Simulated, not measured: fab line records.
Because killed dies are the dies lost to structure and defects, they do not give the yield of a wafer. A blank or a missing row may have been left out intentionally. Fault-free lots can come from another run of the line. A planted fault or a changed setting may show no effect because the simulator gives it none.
Matching of chambers	flow n5 finfet	N5_BEOL_M11_STRIP_67 on rie diel-01: 4 sister chambers
The step strips in CF4. 4 wafers are shown with their chamber, then 7 later ones without.

EACH WAFER AND ITS CHAMBER
wafer	chamber	showerhead plenum p Torr (Torr)
L080.5	2	1.77
L083.3	3	1.86
L087.1	0	1.87
L087.5	1	1.74

WAFERS WITH NO CHAMBER GIVEN
wafer	showerhead plenum p Torr (Torr)
L087.6	1.87
L090.1	1.87
L090.3	1.74
L090.4	1.86
L097.1	1.86
L097.2	1.85
L097.5	1.85

WHICH CHAMBER EACH ONE RAN IN
wafer	from the rows above	in truth
L087.6	can't be placed: 0 or 3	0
L090.1	can't be placed: 0 or 3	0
L090.3	1	1
L090.4	can't be placed: 3 or 0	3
L097.1	can't be placed: 3 or 0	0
L097.2	can't be placed: 3 or 0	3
L097.5	can't be placed: 3 or 0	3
Correctly placed: 1 of 7. Cannot be placed on the basis of these rows: 6; the candidates contain the true chamber in 6. Wrongly placed: 0.
How it was worked out, from the rows above alone: a wafer's distance from a chamber is the root of the sum, over the readings, of the square of ((its reading less the chamber's mean) divided by the reading's scatter). The wafer belongs to the nearest chamber; if the next one is less than 2 further off, it can't be placed. For every chamber, the mean is computed from those of its wafers that are shown. The scatter: with one shown wafer a chamber, the root of the mean of the squares of how far each hidden wafer lies from its nearest shown one.
